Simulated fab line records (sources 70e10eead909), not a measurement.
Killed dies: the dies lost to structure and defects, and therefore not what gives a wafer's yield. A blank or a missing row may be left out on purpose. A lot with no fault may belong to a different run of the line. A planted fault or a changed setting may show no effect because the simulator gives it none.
A lot that was struck, set against a sound lot :: flow nand harc :: 14 steps out of a route of 1159
Sound: wafers L661.1, L661.3, L661.4. Struck: wafers L675.3, L675.6 (left out: L675.5, a lot-mate that was not struck); the cause follows at the end.
For every step that has rows: the tool of each side, followed by ch and its chambers, followed by its first start. Under that, the readings that differ: sound wafers :: struck wafers :: difference of the means :: sigmas: that difference in standard deviations of wafers without a fault.
alike: readings with means less than 2 such deviations apart, plus words and numbers identical on both sides. not compared: withheld readings, readings lacking a value on some wafer, bounds such as >300 that could conceal the same value, and numbers that have no deviation in the record and whose values overlap.
Wherever a step has rows on one side only, a row that says differs or no value, or a row with sigmas, the two part there. Numbers that have no deviation but don't overlap get no sigmas and don't part them. Lack of a reading on every wafer of one side parts them only where that side has two or more wafers.

first, 6 steps without rows for these wafers: NHARC_A_STAIRCASE_SOFTBAKE_04 (time 170 s); NHARC_A_STAIRCASE_EBR_05; NHARC_A_STAIRCASE_EXPOSE_06 (exposes mask STAIR); NHARC_A_STAIRCASE_PEB_07 (peb time 130 s); NHARC_A_STAIRCASE_DEVELOP_08 (time 140 s); NHARC_A_STAIRCASE_HARDBAKE_10 (time 140 s).
NHARC_A_STAIRCASE_DESCUM_11: chemistry O2, time 3 s.
  sound on rie diel-13 ch 0,2,3, day 10 19:14; struck on rie diel-09 ch 1,3, day 14 09:58
  alike: drypump motor current A, mfc ar sccm, o2 flow sccm, oes product au, rf vpp V, showerhead plenum p Torr, throttle valve pct
  not compared: rf hours counter h
NHARC_A_STAIRCASE_TRIM_12: chemistry O2, time 211.2 s.
  sound on rie diel-13 ch 0,2,3, day 10 19:20; struck on rie diel-09 ch 0,1, day 14 10:04
  alike: drypump motor current A, mfc ar sccm, o2 flow sccm, oes product au, rf vpp V, showerhead plenum p Torr, throttle valve pct
  not compared: rf hours counter h
then, 1 step without rows for these wafers: NHARC_A_STAIRCASE_ETCH_13 (etches the open film in C4F8/O2, target depth 100 nm, time 40.5 s).
NHARC_A_STAIRCASE_TRIM_14: chemistry O2, time 211.2 s.
  sound on rie diel-13 ch 0,1,3; struck on rie diel-09 ch 1,2
  alike: drypump motor current A, mfc ar sccm, o2 flow sccm, oes product au, rf vpp V, showerhead plenum p Torr, throttle valve pct
  not compared: rf hours counter h
NHARC_A_STAIRCASE_ETCH_15: etches the open film in C4F8/O2, target depth 100 nm, time 40.5 s.
  sound on rie diel-13 ch 0,2,3; struck on rie diel-09 ch 2
  alike: oes product au, rf fwd power W, rf vpp V
  not compared: rf hours counter h
NHARC_A_STAIRCASE_TRIM_16: chemistry O2, time 211.2 s.
  sound on rie diel-13 ch 0,1,3, day 10 19:48; struck on rie diel-09 ch 0,3, day 14 10:30
reading: oes product au (a.u.)
sound: 1.010 1.020 1.006
struck: 1.216 1.198
difference: +0.195
sigmas: +22
  alike: drypump motor current A, mfc ar sccm, o2 flow sccm, rf vpp V, showerhead plenum p Torr, throttle valve pct
  not compared: rf hours counter h
NHARC_A_STAIRCASE_ETCH_17: etches the open film in C4F8/O2, target depth 100 nm, time 40.5 s.
  sound on rie diel-13 ch 0,1,3; struck on rie diel-09 ch 0,1
  alike: oes product au, rf fwd power W, rf vpp V
  not compared: rf hours counter h
-- jump in the record: it breaks off in module A_STAIRCASE and resumes in module END (first step shown: number 1159 of the route), and 9 days separate the struck wafers' starts before and after --
NHARC_END_SORT_01:
  sound on prober-02 ch 0, day 19 09:02; struck on prober-02 ch 0, day 23 03:20
reading: killed at array
sound: 27 36 22
struck: 210 97
difference: +125
sigmas: +16

reading: killed dies
sound: 36 41 27
struck: 216 101
difference: +124
sigmas: +14
  alike: killed at other, killed at periphery, killed open, killed short

WHERE THEY PART
At NHARC_A_STAIRCASE_TRIM_16 first; at NHARC_END_SORT_01 last (within this record only).

WHY: what had been put in by the simulator
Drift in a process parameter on rie diel-09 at NHARC_A_STAIRCASE_TRIM_16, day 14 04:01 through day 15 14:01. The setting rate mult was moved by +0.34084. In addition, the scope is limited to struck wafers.
